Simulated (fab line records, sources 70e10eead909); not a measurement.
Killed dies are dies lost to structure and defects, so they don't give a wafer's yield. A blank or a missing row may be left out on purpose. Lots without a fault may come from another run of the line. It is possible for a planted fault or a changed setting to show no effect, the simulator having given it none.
Check of tool commonality + flow nand_harc + Sampled: 14 lots, 42 wafers

== REASON IT WAS OPENED ==
Flagged at NHARC_P_STI_CD_MEAS_09: reading cd_nm, on 2 of 14 lots. Wafers without a fault read 199.6 nm, standard deviation 1.7.
Rule: a lot is flagged when every wafer of it that has a number lies more than 4 standard deviations from that mean, or none has a number. As for the other lots, they are considered sound.

| lot  | measured    | on        | cd_nm (nm), wafer by wafer | flag    |
|------|-------------|-----------|----------------------------|---------|
| L345 | day 2 13:37 | cd_sem-02 | 199.9 199.8 201.8          |         |
| L346 | day 2 13:46 | cd_sem-03 | 200.3 199.6 201.9          |         |
| L348 | day 3 05:42 | cd_sem-03 | 199.4 199.0 199.4          |         |
| L349 | day 3 12:06 | cd_sem-03 | 201.7 200.8 200.1          |         |
| L350 | day 3 20:19 | cd_sem-02 | 201.3 199.5 202.1          |         |
| L351 | day 3 20:29 | cd_sem-01 | 199.5 198.4 200.3          |         |
| L354 | day 4 17:31 | cd_sem-03 | 173.0 173.2 173.9          | FLAGGED |
| L355 | day 5 02:16 | cd_sem-02 | 178.4 175.7 177.1          | FLAGGED |
| L361 | day 6 08:19 | cd_sem-03 | 197.4 200.9 200.9          |         |
| L360 | day 6 08:28 | cd_sem-01 | 199.4 197.6 199.0          |         |
| L363 | day 6 22:46 | cd_sem-03 | 197.1 198.8 199.0          |         |
| L365 | day 7 11:05 | cd_sem-01 | 198.7 200.2 197.2          |         |
| L366 | day 7 16:58 | cd_sem-02 | 202.1 202.6 199.7          |         |
| L368 | day 8 04:49 | cd_sem-03 | 197.2 196.6 199.2          |         |
On average the flagged lots' numbers are 175.2 nm, which is -24.4 nm against the usual, or -14 standard deviations.

== WHICH TOOL EACH LOT WENT THROUGH ==
The record holds 2 process steps before the reading, out of a route of 1159 steps. Cell contents, in order: the tool; ch with the chambers the sampled wafers went through; the start.
| lot  | flag    | NHARC_P_ZERO_WELL_ETCH_62                    | NHARC_P_STI_PEB_07               |
|------|---------|----------------------------------------------|----------------------------------|
| L345 |         | rie_diel-13 ch 0,1,2, day 2 13:32 or earlier | litho_track-07 ch 0, day 2 13:32 |
| L346 |         | rie_diel-13 ch 0,1,3, day 2 13:41 or earlier | litho_track-02 ch 0, day 2 13:41 |
| L348 |         | rie_diel-13 ch 2,3, day 3 05:37 or earlier   | litho_track-05 ch 0, day 3 05:37 |
| L349 |         | rie_diel-13 ch 2,3, day 3 12:01 or earlier   | litho_track-05 ch 0, day 3 12:01 |
| L350 |         | rie_diel-02 ch 1,3, day 3 20:14 or earlier   | litho_track-02 ch 0, day 3 20:14 |
| L351 |         | rie_diel-02 ch 0,1, day 3 20:23 or earlier   | litho_track-07 ch 0, day 3 20:23 |
| L354 | FLAGGED | rie_diel-13 ch 2,3, day 4 17:25 or earlier   | litho_track-02 ch 0, day 4 17:25 |
| L355 | FLAGGED | rie_diel-13 ch 0,1,2, day 5 02:11 or earlier | litho_track-02 ch 0, day 5 02:11 |
| L361 |         | rie_diel-02 ch 0,1, day 6 08:13 or earlier   | litho_track-07 ch 0, day 6 08:13 |
| L360 |         | rie_diel-09 ch 1,2, day 6 08:23 or earlier   | litho_track-07 ch 0, day 6 08:23 |
| L363 |         | rie_diel-13 ch 0,3, day 6 22:41 or earlier   | litho_track-05 ch 0, day 6 22:41 |
| L365 |         | rie_diel-13 ch 0,2, day 7 11:01 or earlier   | litho_track-07 ch 0, day 7 11:01 |
| L366 |         | rie_diel-09 ch 0,2, day 7 16:53 or earlier   | litho_track-05 ch 0, day 7 16:53 |
| L368 |         | rie_diel-09 ch 0,1,2, day 8 04:43 or earlier | litho_track-07 ch 0, day 8 04:43 |
What these steps do:
- NHARC_P_ZERO_WELL_ETCH_62: etches the open film in CHF3/Ar, target depth 13 nm, time 6.5 s.
- NHARC_P_STI_PEB_07: peb time 80 s.
- NHARC_P_STI_CD_MEAS_09: target cd 200 nm.

== FLAGGED AGAINST TOTAL, ONE TOOL AT A TIME (gauges that did the reading follow at the end) ==
| step                      | tool           | lots run | flagged | share of the flagged lots | sound lots run after its first flagged lot |
|---------------------------|----------------|----------|---------|---------------------------|--------------------------------------------|
| NHARC_P_ZERO_WELL_ETCH_62 | rie_diel-02    | 3        | 0       | none                      | -                                          |
| NHARC_P_ZERO_WELL_ETCH_62 | rie_diel-09    | 3        | 0       | none                      | -                                          |
| NHARC_P_ZERO_WELL_ETCH_62 | rie_diel-13    | 8        | 2       | all                       | 2 (L363,L365)                              |
| NHARC_P_STI_PEB_07        | litho_track-02 | 4        | 2       | all                       | 0                                          |
| NHARC_P_STI_PEB_07        | litho_track-05 | 4        | 0       | none                      | -                                          |
| NHARC_P_STI_PEB_07        | litho_track-07 | 6        | 0       | none                      | -                                          |
| NHARC_P_STI_CD_MEAS_09    | cd_sem-01      | 3        | 0       | none                      | -                                          |
| NHARC_P_STI_CD_MEAS_09    | cd_sem-02      | 4        | 1       | some                      | 1 (L366)                                   |
| NHARC_P_STI_CD_MEAS_09    | cd_sem-03      | 7        | 1       | some                      | 3 (L361,L363,L368)                         |
Because NHARC_P_ZERO_WELL_ETCH_62 lacks a start for some lots, the hours and order of its lots are taken from NHARC_P_STI_PEB_07.

== THE TABLE: WHAT IT ALLOWS ==
In 2 table rows, all flagged lots were run: rie_diel-13 (NHARC_P_ZERO_WELL_ETCH_62), litho_track-02 (NHARC_P_STI_PEB_07).
- rie_diel-13 at NHARC_P_ZERO_WELL_ETCH_62: 2 of its 8 lots flagged. Sound lots followed the first flagged one (L363, L365) on it, something a lasting fault affecting the whole tool could not allow.
- litho_track-02 at NHARC_P_STI_PEB_07: 2 of its 4 lots flagged. A fault beginning between L350 (day 3 20:14), its last sound lot, and L354 (day 4 17:25), its first flagged one, fits the data. Its own readings (heater_power_total_W, plate_temp_C) fall more than 4 standard deviations out on all wafers of the flagged lots.
One tool is left: litho_track-02 at NHARC_P_STI_PEB_07.

== WHAT THE SIMULATOR HAD PUT IN ==
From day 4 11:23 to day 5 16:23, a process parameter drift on litho_track-02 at NHARC_P_STI_PEB_07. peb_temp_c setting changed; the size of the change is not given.
Struck lots among those shown: L354, L355. The rule given above showed the same thing.
